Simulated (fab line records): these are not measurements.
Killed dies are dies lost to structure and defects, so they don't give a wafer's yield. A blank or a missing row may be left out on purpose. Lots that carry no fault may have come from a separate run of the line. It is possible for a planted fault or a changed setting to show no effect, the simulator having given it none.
A struck lot beside a sound one | flow n5Finfet | 16 steps out of a route of 1938
Sound: wafers L161.2, L161.3, L161.5. Wafers struck: L176.2, L176.4, L176.5. At the end, the cause is stated.
Each step with rows lists, per side, the tool, then ch with its chambers, then its first start. Under that, the readings that differ: sound wafers | struck wafers | difference of the means | sigmas: that difference in standard deviations of wafers without a fault.
alike: readings whose means differ by less than 2 such deviations, and words and numbers that are the same on both sides. not compared: withheld readings, readings that some wafer has no value for, bounds like >300 that may hide the same value, and numbers for which the record gives no deviation and whose values overlap.
A row with sigmas, a row that says differs or no value, or rows on one side alone: a step with any of these is where the two part. Non-overlapping numbers with no deviation appear without sigmas and do not part them. A reading missing from all wafers of one side parts the sides only when that side holds two or more wafers.

N5_MOL_CONTACT_COAG_INSPECT_42: inspects for defects (brightfield).
  sound on defectInspect-01, day 5 19:49; struck on defectInspect-01, day 9 09:15
reading        | sound       | struck      | difference | sigmas
rawDefectCount | 258 314 283 | 159 181 157 | -119       | -2
N5_MOL_CONTACT_COAG_DESCUM_45: chemistry O2, time 7 s.
  sound on rieDiel-03 ch 0,2,3, day 5 19:51; struck on rieDiel-03 ch 0,1,2, day 9 09:17
  alike: drypumpMotorCurrentA, oesProductAu, rfVppV, showerheadPlenumPTorr, throttleValvePct
  not compared: rfHoursCounterH
then, 1 step without rows for these wafers: N5_MOL_CONTACT_COAG_ETCH_65 (etches underlayer in N2/H2, target depth 13 nm, time 10.4 s).
N5_MOL_CONTACT_COAG_ETCH_66: etches SiARC in CF4, target depth 13 nm, time 21.7 s.
  sound on rieDiel-03 ch 0,2,3, day 5 19:55; struck on rieDiel-03 ch 0,1,2, day 9 09:20
  alike: drypumpMotorCurrentA, etchRfOnTimeS, oesProductAu, rfFwdPowerW, rfVppV, showerheadPlenumPTorr, throttleValvePct
  not compared: rfHoursCounterH
then, 1 step without rows for these wafers: N5_MOL_CONTACT_COAG_ALD_133 (deposits SiO2, target thk 5 nm, pulse time 1 s, co reactant pulse time 1 s).
N5_MOL_CONTACT_COAG_ETCHBACK_134: etches SiO2 in CHF3, target depth 10 nm, time 6.7 s.
  sound on rieDiel-04 ch 0,1,3, day 5 20:10; struck on rieDiel-04 ch 1,3, day 9 10:16
  alike: drypumpMotorCurrentA, oes_f_703_au, oesProductAu, rfVppV, showerheadPlenumPTorr, throttleValvePct
  not compared: rfHoursCounterH
N5_MOL_CONTACT_COAG_ETCH_67: etches SOC in N2/H2, target depth 60 nm, overetch 21 nm, time 101.2 s.
  sound on rieDiel-04 ch 0,1,3, day 5 20:12; struck on rieDiel-04 ch 1,3, day 9 10:18
  alike: drypumpMotorCurrentA, oesProductAu, rfFwdPowerW, rfVppV, showerheadPlenumPTorr, throttleValvePct
  not compared: rfHoursCounterH
then, 2 steps without rows for these wafers: N5_MOL_CONTACT_COAG_STRIP_68 (strips in N2/H2); N5_MOL_CONTACT_COAG_STRIP_69 (strips in N2/H2).
N5_MOL_CONTACT_COAG_ETCHBACK_136: etches SiO2 in CHF3, target depth 25 nm, time 16.7 s.
  sound on rieDiel-04 ch 0,1,3, day 5 20:17; struck on rieDiel-04 ch 1,3, day 9 10:23
  alike: drypumpMotorCurrentA, oes_f_703_au, oesProductAu, rfVppV, showerheadPlenumPTorr, throttleValvePct
  not compared: rfHoursCounterH
then, 2 steps without rows for these wafers: N5_MOL_CONTACT_COAG_STRIP_120 (strips in CHF3); N5_MOL_CONTACT_COAG_VIA_ETCH_117 (etches SiO2 in C4F6/O2, target depth 40 nm, overetch 8 nm, time 26 s).
N5_MOL_CONTACT_COAG_ETCH_124: etches SiNx in CH3F/O2, stops on SiOC, target depth 6.5 nm.
  sound on rieDiel-04 ch 0,1,3, day 5 20:21; struck on rieDiel-04 ch 1,3, day 9 10:27
reading             | sound             | struck            | difference | sigmas
oes_f_703_au (a.u.) | 0.95 0.77 0.74    | 0.62 0.53 0.53    | -0.26      | -3
rfFwdPowerW (W)     | 391.6 394.3 390.7 | 297.3 298.5 297.9 | -94.3      | -55
rfVppV (V)          | 298 289 298       | 338 329 329       | +37        | +6
  alike: CH3F_flow_sccm, O2_flow_sccm, drypumpMotorCurrentA, oesProductAu, showerheadPlenumPTorr, throttleValvePct
  not compared: rfHoursCounterH
then, 1 step without rows for these wafers: N5_MOL_CONTACT_COAG_ETCH_48 (etches SiOC in C4F6/O2, target depth 15 nm, overetch 4.5 nm, time 17 s).
-- a jump in the record: the struck wafers' starts before and after are 3 days apart (it breaks off in module MOL_CONTACT_COAG and resumes in module BEOL_M4, where the first step shown is number 1111 of the route) --
N5_BEOL_M4_RC_MEAS_101:
  sound on prober-01 ch 0, day 8 09:57; struck on prober-02 ch 0, day 12 08:26
  alike: DIBL_N, DIBL_P, IOFF_N, IOFF_P, ION_N, ION_P, SS_N, SS_P, VT_N, VT_P
N5_PASSIVATION_PROBE_49:
  sound wafers here have rows in the record (prober-01, day 13 04:41); struck ones have none

WHERE THEY PART
Earliest at N5_MOL_CONTACT_COAG_INSPECT_42; latest, in this record, at N5_PASSIVATION_PROBE_49.

WHY: whatever the simulator had introduced
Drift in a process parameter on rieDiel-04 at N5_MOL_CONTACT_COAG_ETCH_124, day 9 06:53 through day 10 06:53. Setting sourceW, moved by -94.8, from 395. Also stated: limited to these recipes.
